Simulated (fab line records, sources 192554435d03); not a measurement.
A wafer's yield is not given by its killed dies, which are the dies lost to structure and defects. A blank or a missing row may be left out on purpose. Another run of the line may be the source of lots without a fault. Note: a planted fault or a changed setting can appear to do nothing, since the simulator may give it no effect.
Which tool was responsible? :: flow n5Finfet :: 10 lots with 30 wafers sampled at 4 steps, on a route of 1938 steps

WHAT EACH GAUGE READ, for each wafer
N5_BEOL_M8_CD_MEAS_28 targets a cd of 40 nm.
lot: L866
measured: day 9 22:58
on: cdSem-01
cdNm (nm): 40.21 40.37 40.06

lot: L874
measured: day 12 11:11
on: cdSem-01
cdNm (nm): 39.71 40.15 39.82

lot: L873
measured: day 12 19:47
on: cdSem-01
cdNm (nm): 39.77 39.98 39.91

lot: L875
measured: day 13 13:58
on: cdSem-02
cdNm (nm): 39.93 40.18 39.95

lot: L880
measured: day 14 06:40
on: cdSem-01
cdNm (nm): 39.80 40.11 39.81

lot: L879
measured: day 14 13:32
on: cdSem-02
cdNm (nm): 39.98 40.30 39.69

lot: L882
measured: day 14 13:43
on: cdSem-02
cdNm (nm): 39.89 39.57 39.88

lot: L887
measured: day 15 10:02
on: cdSem-02
cdNm (nm): 40.23 39.85 39.99

lot: L884
measured: day 15 15:54
on: cdSem-02
cdNm (nm): 39.68 40.05 39.92

lot: L888
measured: day 16 04:47
on: cdSem-02
cdNm (nm): 40.41 40.23 40.43

N5_BEOL_M8_OCD_MEAS_38.
lot: L866
measured: day 9 23:37
on: ocd-02
trenchDepthNm (nm): 91.0 95.6 91.7

lot: L874
measured: day 12 11:49
on: ocd-02
trenchDepthNm (nm): 91.3 95.0 96.0

lot: L873
measured: day 12 20:37
on: ocd-01
trenchDepthNm (nm): 91.7 90.9 90.8

lot: L875
measured: day 13 14:31
on: ocd-01
trenchDepthNm (nm): 91.7 92.2 91.3

lot: L880
measured: day 14 07:13
on: ocd-02
trenchDepthNm (nm): 91.1 94.8 90.5

lot: L879
measured: day 14 14:05
on: ocd-02
trenchDepthNm (nm): 91.0 93.4 92.6

lot: L882
measured: day 14 14:18
on: ocd-01
trenchDepthNm (nm): 92.5 91.0 94.3

lot: L887
measured: day 15 10:35
on: ocd-01
trenchDepthNm (nm): 97.4 93.2 90.8

lot: L884
measured: day 15 16:32
on: ocd-01
trenchDepthNm (nm): 90.9 90.4 90.8

lot: L888
measured: day 16 05:20
on: ocd-01
trenchDepthNm (nm): 92.3 91.6 96.5

WHICH TOOL RAN EACH LOT (tool, then ch and the chambers of the sampled wafers, then the start)
lot: L866
N5_BEOL_M8_ETCH_72: rieDiel-05 ch 0,2, day 9 23:13
N5_BEOL_M8_STRIP_36: rieDiel-05 ch 0,2, day 9 23:25

lot: L874
N5_BEOL_M8_ETCH_72: rieDiel-05 ch 0,1,3, day 12 11:25
N5_BEOL_M8_STRIP_36: rieDiel-05 ch 0,1,3, day 12 11:37

lot: L873
N5_BEOL_M8_ETCH_72: rieDiel-05 ch 2,3, day 12 20:13
N5_BEOL_M8_STRIP_36: rieDiel-05 ch 2,3, day 12 20:25

lot: L875
N5_BEOL_M8_ETCH_72: rieDiel-02 ch 1,2,3, day 13 14:07
N5_BEOL_M8_STRIP_36: rieDiel-02 ch 1,2,3, day 13 14:19

lot: L880
N5_BEOL_M8_ETCH_72: rieDiel-05 ch 0,1, day 14 06:49
N5_BEOL_M8_STRIP_36: rieDiel-05 ch 0,1, day 14 07:01

lot: L879
N5_BEOL_M8_ETCH_72: rieDiel-02 ch 0,1, day 14 13:41
N5_BEOL_M8_STRIP_36: rieDiel-02 ch 0,1, day 14 13:53

lot: L882
N5_BEOL_M8_ETCH_72: rieDiel-06 ch 0,1,3, day 14 13:54
N5_BEOL_M8_STRIP_36: rieDiel-06 ch 0,1,3, day 14 14:06

lot: L887
N5_BEOL_M8_ETCH_72: rieDiel-02 ch 1,2,3, day 15 10:12
N5_BEOL_M8_STRIP_36: rieDiel-02 ch 1,2,3, day 15 10:24

lot: L884
N5_BEOL_M8_ETCH_72: rieDiel-06 ch 1,2, day 15 16:08
N5_BEOL_M8_STRIP_36: rieDiel-06 ch 1,2, day 15 16:20

lot: L888
N5_BEOL_M8_ETCH_72: rieDiel-05 ch 0,1,3, day 16 04:56
N5_BEOL_M8_STRIP_36: rieDiel-05 ch 0,1,3, day 16 05:08
- N5_BEOL_M8_ETCH_72: etches underlayer in N2/H2, target depth 6.5 nm, time 5.2 s.
- N5_BEOL_M8_STRIP_36: strips in N2/H2.

AS READ BY THE TOOLS THEMSELVES (means over the sampled wafers that have a number; for cases with no such wafer, the mark the record gives instead)
N5_BEOL_M8_ETCH_72.
lot: L866
tool: rieDiel-05
biasW (W): 149.8
chamberPressureMTorr (mTorr): 30.00
drypumpMotorCurrentA (A): 6.3
etchRfOnTimeS (s): 5.21
oesProductAu (a.u.): 0.63
rfVppV (V): 524.2
showerheadPlenumPTorr (Torr): 2.54
throttleValvePct (%): 18.2

lot: L874
tool: rieDiel-05
biasW (W): 150.4
chamberPressureMTorr (mTorr): 29.97
drypumpMotorCurrentA (A): 6.2
etchRfOnTimeS (s): 5.16
oesProductAu (a.u.): 0.68
rfVppV (V): 523.0
showerheadPlenumPTorr (Torr): 2.52
throttleValvePct (%): 17.7

lot: L873
tool: rieDiel-05
biasW (W): 149.9
chamberPressureMTorr (mTorr): 30.03
drypumpMotorCurrentA (A): 6.0
etchRfOnTimeS (s): 5.36
oesProductAu (a.u.): 0.62
rfVppV (V): 521.9
showerheadPlenumPTorr (Torr): 2.50
throttleValvePct (%): 18.2

lot: L875
tool: rieDiel-02
biasW (W): 150.5
chamberPressureMTorr (mTorr): 29.99
drypumpMotorCurrentA (A): 6.2
etchRfOnTimeS (s): 5.28
oesProductAu (a.u.): 0.62
rfVppV (V): 525.8
showerheadPlenumPTorr (Torr): 2.56
throttleValvePct (%): 17.8

lot: L880
tool: rieDiel-05
biasW (W): -
chamberPressureMTorr (mTorr): -
drypumpMotorCurrentA (A): -
etchRfOnTimeS (s): -
oesProductAu (a.u.): -
rfVppV (V): -
showerheadPlenumPTorr (Torr): -
throttleValvePct (%): -

lot: L879
tool: rieDiel-02
biasW (W): -
chamberPressureMTorr (mTorr): -
drypumpMotorCurrentA (A): -
etchRfOnTimeS (s): -
oesProductAu (a.u.): -
rfVppV (V): -
showerheadPlenumPTorr (Torr): -
throttleValvePct (%): -

lot: L882
tool: rieDiel-06
biasW (W): -
chamberPressureMTorr (mTorr): -
drypumpMotorCurrentA (A): -
etchRfOnTimeS (s): -
oesProductAu (a.u.): -
rfVppV (V): -
showerheadPlenumPTorr (Torr): -
throttleValvePct (%): -

lot: L887
tool: rieDiel-02
biasW (W): 150.1
chamberPressureMTorr (mTorr): 29.99
drypumpMotorCurrentA (A): 6.2
etchRfOnTimeS (s): 5.13
oesProductAu (a.u.): 0.70
rfVppV (V): 523.7
showerheadPlenumPTorr (Torr): 2.55
throttleValvePct (%): 17.7

lot: L884
tool: rieDiel-06
biasW (W): 150.0
chamberPressureMTorr (mTorr): 30.03
drypumpMotorCurrentA (A): 5.3
etchRfOnTimeS (s): 5.34
oesProductAu (a.u.): 0.64
rfVppV (V): 521.9
showerheadPlenumPTorr (Torr): 2.47
throttleValvePct (%): 18.2

lot: L888
tool: rieDiel-05
biasW (W): 150.7
chamberPressureMTorr (mTorr): 29.96
drypumpMotorCurrentA (A): 6.2
etchRfOnTimeS (s): 5.22
oesProductAu (a.u.): 0.64
rfVppV (V): 523.2
showerheadPlenumPTorr (Torr): 2.51
throttleValvePct (%): 17.8

N5_BEOL_M8_STRIP_36.
lot: L866
tool: rieDiel-05
biasPowerW (W): 7.012
chamberPressureMTorr (mTorr): 19.99
drypumpMotorCurrentA (A): 6.4
oesProductAu (a.u.): 0.75
rfVppV (V): 59.4
showerheadPlenumPTorr (Torr): 2.54
throttleValvePct (%): 24.1

lot: L874
tool: rieDiel-05
biasPowerW (W): 7.017
chamberPressureMTorr (mTorr): 19.97
drypumpMotorCurrentA (A): 6.2
oesProductAu (a.u.): 0.78
rfVppV (V): 59.9
showerheadPlenumPTorr (Torr): 2.52
throttleValvePct (%): 23.5

lot: L873
tool: rieDiel-05
biasPowerW (W): 7.007
chamberPressureMTorr (mTorr): 19.99
drypumpMotorCurrentA (A): 6.0
oesProductAu (a.u.): 0.73
rfVppV (V): 58.9
showerheadPlenumPTorr (Torr): 2.50
throttleValvePct (%): 24.1

lot: L875
tool: rieDiel-02
biasPowerW (W): 7.003
chamberPressureMTorr (mTorr): 20.02
drypumpMotorCurrentA (A): 6.2
oesProductAu (a.u.): 0.73
rfVppV (V): 59.3
showerheadPlenumPTorr (Torr): 2.56
throttleValvePct (%): 23.5

lot: L880
tool: rieDiel-05
biasPowerW (W): 7.019
chamberPressureMTorr (mTorr): 20.04
drypumpMotorCurrentA (A): 6.6
oesProductAu (a.u.): 0.74
rfVppV (V): 59.9
showerheadPlenumPTorr (Torr): 2.53
throttleValvePct (%): 23.4

lot: L879
tool: rieDiel-02
biasPowerW (W): 7.021
chamberPressureMTorr (mTorr): 20.02
drypumpMotorCurrentA (A): 6.1
oesProductAu (a.u.): 0.76
rfVppV (V): 59.6
showerheadPlenumPTorr (Torr): 2.55
throttleValvePct (%): 23.3

lot: L882
tool: rieDiel-06
biasPowerW (W): 7.008
chamberPressureMTorr (mTorr): 19.99
drypumpMotorCurrentA (A): 5.4
oesProductAu (a.u.): 0.76
rfVppV (V): 59.7
showerheadPlenumPTorr (Torr): 2.51
throttleValvePct (%): 23.7

lot: L887
tool: rieDiel-02
biasPowerW (W): 7.010
chamberPressureMTorr (mTorr): 19.99
drypumpMotorCurrentA (A): 6.2
oesProductAu (a.u.): 0.83
rfVppV (V): 59.1
showerheadPlenumPTorr (Torr): 2.55
throttleValvePct (%): 23.4

lot: L884
tool: rieDiel-06
biasPowerW (W): 6.997
chamberPressureMTorr (mTorr): 20.00
drypumpMotorCurrentA (A): 5.3
oesProductAu (a.u.): 0.75
rfVppV (V): 57.8
showerheadPlenumPTorr (Torr): 2.46
throttleValvePct (%): 24.0

lot: L888
tool: rieDiel-05
biasPowerW (W): 7.017
chamberPressureMTorr (mTorr): 20.02
drypumpMotorCurrentA (A): 6.2
oesProductAu (a.u.): 0.75
rfVppV (V): 59.7
showerheadPlenumPTorr (Torr): 2.50
throttleValvePct (%): 23.5

THE ANSWER, worked out from the rows above alone
Rule: the lots themselves supply what counts as usual. The widest of any qualifying gaps counts: lots, ordered by their means at a reading, are off when they make up no more than a third of the lots, leave a main group of 4 or more, and stand apart from it by 3 or more times the standard deviation of that group's means. If all means in a main group match to the digits the tables above print for the reading, that group is not used. A lot without any number at a reading at which 4 lots or more have one is off too. The other lots that the step has rows for count as sound. After the gauges, taken in route order, come the tools' own readings; for these a lot's mean is taken, as printed above. At the first step where some lot is off, the reading lying furthest off is the one used; lots without a number count as furthest.
Off, at N5_BEOL_M8_ETCH_72 on biasW: L880, L879, L882. Without a number there: L880, L879, L882. For the main group the mean is 150.2 W and the standard deviation 0.31.
A tool fits if, at that step or a process step before it, it ran every lot that is off, and no sound lot after the first of them. Not one of the candidates tried fits.

WHAT WAS PUT IN BY THE SIMULATOR
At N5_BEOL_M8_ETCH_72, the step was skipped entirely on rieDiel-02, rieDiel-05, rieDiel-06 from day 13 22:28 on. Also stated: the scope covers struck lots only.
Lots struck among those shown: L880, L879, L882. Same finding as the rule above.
